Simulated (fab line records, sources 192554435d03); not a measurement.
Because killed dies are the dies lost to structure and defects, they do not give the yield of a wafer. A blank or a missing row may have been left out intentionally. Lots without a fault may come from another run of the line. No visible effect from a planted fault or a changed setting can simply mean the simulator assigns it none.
The same fault as seen by 2 desks | flow n5_finfet | only its own numbers are on each desk; what lay behind them is given at the end

## THE DEFECT DESK
Lot by lot, what the route's inspections counted, given as the mean of those sampled wafers with a number. Any lot whose mean is over 4 standard deviations away from the usual mean is out of limits and marked OUT; that distance is given in the brackets.
Columns: A = raw_defect_count at N5_FIN_SAQP_INSPECT_18, usual 431; B = raw_defect_count at N5_FIN_SAQP_INSPECT_40, usual 235; C = raw_defect_count at N5_FIN_CUT_INSPECT_10, usual 44; D = raw_defect_count at N5_FIN_CUT_INSPECT_17, usual 237
lot  | first seen here | A               | B              | C             | D
L489 | day 1 23:28     | 401             | 185            | 37            | 186
L494 | day 3 04:22     | 1104 (+5.6) OUT | 826 (+9.5) OUT | 646 (+50) OUT | 837 (+9.5) OUT
L495 | day 3 10:20     | 930 (+4.2) OUT  | 858 (+10) OUT  | 644 (+50) OUT | 865 (+10) OUT
L501 | day 4 22:25     | 340             | 224            | 43            | 225
L504 | day 5 15:35     | 504             | 216            | 47            | 229
L506 | day 6 05:51     | 563             | 248            | 51            | 235
L508 | day 6 18:15     | 556             | 200            | 43            | 222
L509 | day 6 21:50     | 422             | 242            | 42            | 248
This desk finds L494, L495 out of limits, L494 being first, at day 3 04:22 (raw_defect_count at N5_FIN_SAQP_INSPECT_18). L489, L501, L504, L506, L508, L509: within limits.

## AT THE METROLOGY DESK
Means of the sampled wafers that have a number, per lot and without regard to the tool the lot ran on: this is what the gauges read. Any lot whose mean is over 4 standard deviations away from the usual mean is out of limits and marked OUT; that distance is given in the brackets. Only the readings that lie furthest out on some lot appear, 7 of the 10 it has.
Columns: A = DIBL_N at N5_BEOL_M4_RC_MEAS_101, usual 37.1 mV/V; B = DIBL_P at N5_BEOL_M4_RC_MEAS_101, usual 37 mV/V; C = IOFF_N at N5_BEOL_M4_RC_MEAS_101, usual 0.18 nA/um; D = IOFF_P at N5_BEOL_M4_RC_MEAS_101, usual 0.21 nA/um; E = ION_P at N5_BEOL_M4_RC_MEAS_101, usual 459 uA/um; F = SS_N at N5_BEOL_M4_RC_MEAS_101, usual 72.1 mV/dec; G = SS_P at N5_BEOL_M4_RC_MEAS_101, usual 73.4 mV/dec
lot  | first seen here | A    | B  | C    | D    | E   | F    | G
L489 | day 8 11:45     | 39.0 | 41 | 0.21 | 0.26 | 464 | 72.2 | 74.2
L494 | day 9 13:41     | 37.3 | 36 | 0.18 | 0.17 | 444 | 72.2 | 72.9
L495 | day 9 18:23     | 36.2 | 37 | 0.16 | 0.19 | 455 | 72.0 | 73.5
L501 | day 11 14:18    | 36.9 | 38 | 0.19 | 0.21 | 460 | 72.2 | 73.3
L504 | day 12 13:16    | 39.7 | 39 | 0.25 | 0.28 | 461 | 72.6 | 73.9
L506 | day 12 18:37    | 34.6 | 33 | 0.14 | 0.19 | 461 | 71.0 | 72.3
L508 | day 12 21:28    | 42.8 | 45 | 0.30 | 0.32 | 466 | 73.6 | 75.2
L509 | day 13 00:14    | 38.7 | 38 | 0.22 | 0.22 | 457 | 72.9 | 74.3
Result from this desk: across the 8 lots, nothing is out of limits.

## TAKEN TOGETHER
The defect desk could have raised an alarm at day 3 04:22, on L494, L495.
From the metrology desk's view, nothing was out of limits.
The metrology desk has L494, L495 on record, within its limits.
On wet_bench-06, each named lot ran N5_FIN_SAQP_PRECLEAN_42.

## WHAT THE SIMULATOR HAD PUT IN
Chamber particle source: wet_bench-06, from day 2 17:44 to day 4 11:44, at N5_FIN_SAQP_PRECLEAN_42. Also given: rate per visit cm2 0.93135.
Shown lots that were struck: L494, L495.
Hours from the fault's start to each desk's first reading out of limits: the defect desk, 11.
